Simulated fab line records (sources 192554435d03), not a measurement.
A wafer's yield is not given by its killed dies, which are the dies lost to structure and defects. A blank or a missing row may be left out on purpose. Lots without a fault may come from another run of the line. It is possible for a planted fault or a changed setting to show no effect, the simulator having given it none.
One fault through the eyes of 2 desks    flow n5-finfet    each desk has only its own numbers; what lay behind them comes last

== AT THE METROLOGY DESK ==
What the gauges read, lot by lot, whatever tool the lot ran on: means of the sampled wafers that have a number. A lot is out of limits, marked OUT, if its mean lies more than 4 standard deviations from the usual mean; the brackets give that distance. Readings shown: 7 out of 11 (the first out of limits, and those lying furthest out on some lot).
Columns: A = thk-nm at N5_FIN_SAQP_THK_MEAS_05, usual 38.0 nm; B = DIBL_P at N5_BEOL_M4_RC_MEAS_101, usual 36.0 mV/V; C = IOFF_P at N5_BEOL_M4_RC_MEAS_101, usual 0.20 nA/um; D = ION_P at N5_BEOL_M4_RC_MEAS_101, usual 461 uA/um; E = SS_N at N5_BEOL_M4_RC_MEAS_101, usual 71.5 mV/dec; F = SS_P at N5_BEOL_M4_RC_MEAS_101, usual 73.2 mV/dec; G = VT_P at N5_BEOL_M4_RC_MEAS_101, usual -251.0 mV
lot   first seen here  A                B     C     D    E     F     G
L968  day 1 20:55      38.7             34.5  0.16  451  70.7  72.5  -255.5
L970  day 2 09:30      38.0             35.3  0.22  460  71.8  72.7  -249.0
L982  day 5 08:41      40.2 (+4.3) OUT  33.0  0.19  466  70.5  73.1  -250.0
L984  day 5 22:32      40.7 (+5.2) OUT  38.9  0.22  459  71.5  73.9  -251.7
L985  day 6 03:20      37.4             37.7  0.19  459  71.8  73.6  -254.7
L986  day 6 09:38      38.1             38.8  0.25  468  71.7  74.2  -247.4
L989  day 7 02:55      37.7             33.1  0.18  463  71.0  72.4  -251.0
L991  day 7 15:59      37.9             35.7  0.22  458  71.4  73.5  -249.7
Finding of this desk: L982, L984 out of limits; the first was L982 at day 5 08:41, on thk-nm at N5_FIN_SAQP_THK_MEAS_05. In limits: L968, L970, L985, L986, L989, L991.

== TOOL OWNER'S DESK, pecvd-03 ==
The tool's own readings at N5_FIN_SAQP_HM_DEP_03 (deposits SiNx from SiH4/NH3/N2, target thk 38 nm, time 33.6 s): means of the sampled wafers that have a number, for each lot that ran on this tool. A lot is out of limits, marked OUT, if its mean lies more than 4 standard deviations from the usual mean; the brackets give that distance.
Columns: A = heater-power-w at N5_FIN_SAQP_HM_DEP_03, usual 787 W; B = showerhead-plenum-p-Torr at N5_FIN_SAQP_HM_DEP_03, usual 5.16 Torr; C = throttle-valve-pct at N5_FIN_SAQP_HM_DEP_03, usual 39.1 %
lot   first seen here  A    B     C
L970  day 2 09:25      691  5.19  38.4
L982  day 5 08:37      683  5.18  39.5
L984  day 5 22:27      730  5.20  38.3
Finding of this desk: none of the 3 lots has anything out of limits.

== PUT TOGETHER ==
L982, L984 would have let the metrology desk raise an alarm at day 5 08:41.
The desk of the tool owner found nothing out of limits.
The tool owner's desk has L982, L984 on record, within its limits.
N5_FIN_SAQP_HM_DEP_03 was run on pecvd-03 by each of the lots named.

== WHAT THE SIMULATOR HAD PUT IN ==
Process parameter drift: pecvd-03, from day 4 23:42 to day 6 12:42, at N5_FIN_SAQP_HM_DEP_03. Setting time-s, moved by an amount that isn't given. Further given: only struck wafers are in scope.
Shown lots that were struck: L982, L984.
Per desk, hours elapsed from the start of the fault to the first reading out of limits: for the metrology desk, 9.
